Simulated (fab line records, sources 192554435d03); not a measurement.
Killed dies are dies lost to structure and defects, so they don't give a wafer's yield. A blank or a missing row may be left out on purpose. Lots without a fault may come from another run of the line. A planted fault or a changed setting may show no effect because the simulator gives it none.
One fault seen from 3 desks | flow n5_finfet | each desk has only its own numbers; what lay behind them comes last

THE TOOL OWNER'S DESK: rie_diel-02
The tool's own readings at N5_BEOL_M3_ETCH_64 (etches SOC in N2/H2, target depth 75 nm, overetch 15 nm, time 112.5 s): means of the sampled wafers that have a number, for each lot that ran on this tool. A lot is out of limits, marked OUT, if its mean lies more than 4 standard deviations from the usual mean; the brackets give that distance.
Columns: A = bias_w at N5_BEOL_M3_ETCH_64, usual 150.0 W; B = drypump_motor_current_A at N5_BEOL_M3_ETCH_64, usual 5.6 A; C = oes_product_au at N5_BEOL_M3_ETCH_64, usual 0.64 a.u.; D = rf_vpp_V at N5_BEOL_M3_ETCH_64, usual 524 V; E = showerhead_plenum_p_Torr at N5_BEOL_M3_ETCH_64, usual 2.57 Torr; F = throttle_valve_pct at N5_BEOL_M3_ETCH_64, usual 17.97 %
lot  | first seen here | A               | B   | C    | D              | E    | F
L434 | day 10 02:10    | 150.2           | 5.5 | 0.62 | 522            | 2.52 | 18.02
L447 | day 12 12:20    | 144.2 (-13) OUT | 5.6 | 0.68 | 510 (-4.4) OUT | 2.56 | 17.93
L446 | day 12 14:18    | 143.7 (-14) OUT | 5.5 | 0.68 | 511 (-4.2) OUT | 2.56 | 17.93
This desk's finding: out of limits on L446, L447; first on L447, day 12 12:20 (bias_w at N5_BEOL_M3_ETCH_64). In limits: L434.

THE DEFECT DESK
What the inspections along the route counted, lot by lot: means of the sampled wafers that have a number. A lot is out of limits, marked OUT, if its mean lies more than 4 standard deviations from the usual mean; the brackets give that distance.
Columns: A = raw_defect_count at N5_BEOL_M3_INSPECT_13, usual 444
lot  | first seen here | A
L435 | day 9 12:20     | 497
L434 | day 10 01:05    | 470
L436 | day 10 01:07    | 351
L447 | day 12 12:13    | 522
L446 | day 12 14:08    | 405
L448 | day 13 00:14    | 386
This desk's finding: nothing out of limits on any of the 6 lots.

THE METROLOGY DESK
What the gauges read, lot by lot, whatever tool the lot ran on: means of the sampled wafers that have a number. A lot is out of limits, marked OUT, if its mean lies more than 4 standard deviations from the usual mean; the brackets give that distance. Of its 12 readings 7 are shown: those that lie furthest out on some lot.
Columns: A = M3_OVL at N5_BEOL_M3_OVL_MEAS_12, usual -0.3 nm; B = DIBL_N at N5_BEOL_M4_RC_MEAS_101, usual 36.4 mV/V; C = ION_P at N5_BEOL_M4_RC_MEAS_101, usual 459 uA/um; D = SS_N at N5_BEOL_M4_RC_MEAS_101, usual 71.5 mV/dec; E = SS_P at N5_BEOL_M4_RC_MEAS_101, usual 73.2 mV/dec; F = VT_N at N5_BEOL_M4_RC_MEAS_101, usual 250 mV; G = VT_P at N5_BEOL_M4_RC_MEAS_101, usual -250 mV
lot  | first seen here | A    | B    | C   | D    | E    | F   | G
L435 | day 9 12:15     | -0.6 | 37.4 | 467 | 71.9 | 73.4 | 249 | -248
L434 | day 10 00:59    | 0.1  | 35.8 | 451 | 71.9 | 72.9 | 250 | -254
L436 | day 10 01:02    | 0.6  | 37.4 | 455 | 72.3 | 73.8 | 248 | -252
L447 | day 12 12:08    | 0.5  | 37.6 | 448 | 71.6 | 72.6 | 250 | -257
L446 | day 12 14:03    | -1.4 | 37.2 | 458 | 71.9 | 73.1 | 249 | -252
L448 | day 13 00:09    | 0.1  | 34.6 | 458 | 71.3 | 72.8 | 254 | -250
This desk's finding: nothing out of limits on any of the 6 lots.

PUT TOGETHER
The tool owner's desk could have raised an alarm at day 12 12:20, on L446, L447.
The defect desk saw nothing out of limits.
The metrology desk saw nothing out of limits.
The defect desk has L446, L447 on record, within its limits.
The metrology desk has L446, L447 on record, within its limits.
Of the lots named, all ran N5_BEOL_M3_ETCH_64 on rie_diel-02.

WHAT THE SIMULATOR HAD PUT IN
Process parameter drift: rie_diel-02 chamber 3, from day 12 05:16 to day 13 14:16, at N5_BEOL_M3_ETCH_64. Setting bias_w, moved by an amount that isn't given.
Lots struck among those shown: L446, L447.
Hours from the fault's start to each desk's first reading out of limits: the tool owner's desk, 7.
